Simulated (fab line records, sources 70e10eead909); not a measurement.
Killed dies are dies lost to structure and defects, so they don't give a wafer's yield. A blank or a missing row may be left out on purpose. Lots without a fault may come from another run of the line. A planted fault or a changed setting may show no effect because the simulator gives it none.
Which tool did it? | flow nand_harc | 6 lots, 18 wafers sampled, at 3 steps of a route of 1159

WHAT THE GAUGES READ, wafer by wafer
NHARC_A_ONON_D1_THK_MEAS_30: measures by ellipsometry.
lot  | measured     | on            | thk_nm (nm)
L657 | day 8 10:47  | film_metro-01 | 990 990 991
L662 | day 9 10:17  | film_metro-02 | 986 989 989
L666 | day 10 11:03 | film_metro-02 | 1008 1011 1011
L668 | day 11 04:13 | film_metro-01 | 1487 1485 1485
L673 | day 12 13:40 | film_metro-02 | 1005 1003 1004
L678 | day 13 09:32 | film_metro-01 | 988 987 989

WHICH TOOL RAN EACH LOT (tool, then ch and the chambers of the sampled wafers, then the start)
lot  | NHARC_P_BONDPAD_CMP_19        | NHARC_A_ONON_D1_DEP_28
L657 | cmp-02 ch 0,1, day 6 21:52    | pecvd_onon-01 ch 0, day 8 10:16
L662 | cmp-02 ch 0,2,3, day 7 21:38  | pecvd_onon-03 ch 0, day 9 09:57
L666 | cmp-02 ch 1,2,3, day 8 20:58  | pecvd_onon-01 ch 0, day 10 10:32
L668 | cmp-03 ch 1,2, day 9 16:10    | pecvd_onon-01 ch 0, day 11 03:49
L673 | cmp-02 ch 0,1,3, day 10 19:46 | pecvd_onon-03 ch 0, day 12 13:10
L678 | cmp-03 ch 0,1,3, day 11 22:02 | pecvd_onon-03 ch 0, day 13 09:04
- NHARC_P_BONDPAD_CMP_19: polishes, t overpolish 30 s, cu recess touch 16 s, target thk 160.81 nm.
- NHARC_A_ONON_D1_DEP_28: target thk 1000 nm.

THE ANSWER, worked out from the rows above alone
Rule: what is usual is taken from the lots themselves. Put in order of their means at a reading, lots are off if they are a third of the lots or fewer, leave a main group of 4 or more, and stand apart from it by a gap of 3 or more times the standard deviation of the main group's means; of several such gaps the widest counts. A main group whose means are all the same, to the digits that the tables above print for the reading, isn't used. A lot without any number at a reading at which 4 lots or more have one is off too. The other lots that the step has rows for count as sound.
Off: L668, at NHARC_A_ONON_D1_THK_MEAS_30 (thk_nm). The main group: mean 996 nm, standard deviation 9.2.
A tool fits if, at a process step before that reading, it ran every lot that is off, and no sound lot after the first of them. The gauges at NHARC_A_ONON_D1_THK_MEAS_30 are tried like those tools. One fits: pecvd_onon-01 at NHARC_A_ONON_D1_DEP_28. Its last sound lot is L666 (day 10 10:32), its first lot that is off L668 (day 11 03:49): a fault that began between those two fits.

WHAT THE SIMULATOR HAD PUT IN
Process parameter drift: pecvd_onon-01, from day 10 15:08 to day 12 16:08, at NHARC_A_ONON_D1_DEP_28. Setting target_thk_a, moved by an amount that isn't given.
Lots struck among those shown: L668. The rule above found the same.
